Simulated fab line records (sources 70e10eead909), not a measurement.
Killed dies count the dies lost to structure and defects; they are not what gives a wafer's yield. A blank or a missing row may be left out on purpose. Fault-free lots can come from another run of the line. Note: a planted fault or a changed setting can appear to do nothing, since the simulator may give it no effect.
Matching of chambers | flow nand_harc | rie_diel-05 running NHARC_P_M1_ETCH_35: 4 sister chambers
The step etches the open film in N2/H2, target depth 40 nm, overetch 12 nm, time 43.94 s. 8 wafers are shown with their chamber, then 12 later ones without.

== WAFERS, EACH WITH ITS CHAMBER ==
wafer  | chamber | showerhead_plenum_p_Torr (Torr) | drypump_motor_current_A (A)
L080.6 | 3       | 2.07                            | 5.39
L081.1 | 3       | 2.07                            | 5.39
L082.4 | 0       | 2.13                            | 5.65
L082.5 | 2       | 2.14                            | 5.57
L082.6 | 1       | 2.05                            | 5.43
L083.2 | 0       | 2.13                            | 5.64
L083.5 | 2       | 2.14                            | 5.61
L083.6 | 1       | 2.04                            | 5.42

== WAFERS WHOSE CHAMBER IS MISSING ==
wafer  | showerhead_plenum_p_Torr (Torr) | drypump_motor_current_A (A)
L086.2 | 2.13                            | 5.63
L086.5 | 2.14                            | 5.55
L086.6 | 2.04                            | 5.44
L093.2 | 2.14                            | 5.61
L093.3 | 2.13                            | 5.65
L093.4 | 2.04                            | 5.42
L094.2 | 2.04                            | 5.46
L094.4 | 2.13                            | 5.66
L094.5 | 2.14                            | 5.58
L095.1 | 2.07                            | 5.39
L095.2 | 2.04                            | 5.44
L095.4 | 2.13                            | 5.66

== CHAMBER TAKEN BY EACH ==
wafer  | from the rows above | in truth
L086.2 | 0                   | 0
L086.5 | 2                   | 2
L086.6 | 1                   | 1
L093.2 | 2                   | 2
L093.3 | 0                   | 0
L093.4 | 1                   | 1
L094.2 | 1                   | 1
L094.4 | 0                   | 0
L094.5 | 2                   | 2
L095.1 | 3                   | 3
L095.2 | 1                   | 1
L095.4 | 0                   | 0
Correct placement for 12 of the 12. Number that these rows cannot place: 0. Number placed wrongly: 0.
How it was worked out, from the rows above alone: a wafer's distance from a chamber is the root of the sum, over the readings, of the square of ((its reading less the chamber's mean) divided by the reading's scatter). If the next closest chamber is less than 2 further off than the closest, the wafer can't be placed; otherwise it belongs to the closest. Each chamber's mean is taken over the wafers shown for it. How the scatter is found: for the shown wafers, subtract from each reading the mean of its chamber, square and add these, divide the total by (wafers less chambers), then take the root.
